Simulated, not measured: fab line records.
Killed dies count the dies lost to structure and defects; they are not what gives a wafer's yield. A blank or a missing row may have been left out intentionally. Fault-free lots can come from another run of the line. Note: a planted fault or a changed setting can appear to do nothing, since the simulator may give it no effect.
Comparing a struck lot with a sound one | flow nand_harc | 15 steps out of a route of 1159
Sound: these wafers, L145.2, L145.3, L145.4. Wafers L150.1, L150.3, L150.4 were the ones struck. At the end, the cause is stated.
Per side, at each step with rows, come the tool, then ch with its chambers, and then its first start. Under that, the readings that differ: sound wafers | struck wafers | difference of the means | sigmas: that difference in standard deviations of wafers without a fault.
alike: readings with means less than 2 such deviations apart, plus words and numbers identical on both sides. not compared: withheld readings, readings lacking a value on some wafer, bounds such as >300 that could conceal the same value, and numbers that have no deviation in the record and whose values overlap.
The two part at a step that has a row with sigmas, a row that says differs or no value, or rows on one side only. Numbers that have no deviation but don't overlap get no sigmas and don't part them. A reading missing from all wafers of one side parts the sides only when that side holds two or more wafers.

first, 8 steps without rows for these wafers: NHARC_P_GATE_DEHYDRATE_03 (time 120 s); NHARC_P_GATE_HMDS_04 (time 30 s); NHARC_P_GATE_COAT_05; NHARC_P_GATE_SOFTBAKE_06 (time 95 s); NHARC_P_GATE_EBR_07; NHARC_P_GATE_EXPOSE_08 (exposes mask P HV); NHARC_P_GATE_PEB_09 (peb time 85 s); NHARC_P_GATE_DEVELOP_10 (time 70 s).
NHARC_P_GATE_CD_MEAS_11: the cd target is 1640 nm.
  sound on cd_sem-01 ch 0, day 5 20:58; struck on cd_sem-01 ch 0, day 7 07:58
  alike: cd_nm
then, 1 step without rows for these wafers: NHARC_P_GATE_HARDBAKE_12 (time 80 s).
NHARC_P_GATE_DESCUM_13: chemistry O2, time 3 s.
  sound on rie_diel-05 ch 0,2,3, day 5 21:08; struck on rie_diel-06 ch 0,2, day 7 08:17
  alike: drypump_motor_current_A, oes_product_au, rf_vpp_V, showerhead_plenum_p_Torr, throttle_valve_pct
  not compared: rf_hours_counter_h
then, 1 step without rows for these wafers: NHARC_P_GATE_ETCH_14 (etches SiO2 in dHF, target depth 48.8 nm).
NHARC_P_GATE_STRIP_15: strips in SPM, time 780 s.
  sound on wet_bench-05 ch 1,3,6, day 5 21:19; struck on wet_bench-01 ch 1,5,6, day 7 08:30
  no value came back on the struck wafers for bath_guard_temp_C (C), bath_heat_duty_pct (%); on the sound wafers bath_guard_temp_C (C) reads 130.4 130.2 131.2
then, 1 step without rows for these wafers: NHARC_P_GATE_PRECLEAN_71 (cleans in SC1).
-- the record jumps here: 15 days lie between the struck wafers' starts before and after (it left off in module P_GATE and takes up again in module END, whose first step shown is number 1159 of the route) --
NHARC_END_SORT_01:
  at this point the record logs the struck wafers (prober-02 ch 0, day 22 04:45) and has no rows for the sound ones

## WHERE THEY PART
Earliest at NHARC_P_GATE_STRIP_15; latest, in this record, at NHARC_END_SORT_01.

WHY: what the simulator had put in
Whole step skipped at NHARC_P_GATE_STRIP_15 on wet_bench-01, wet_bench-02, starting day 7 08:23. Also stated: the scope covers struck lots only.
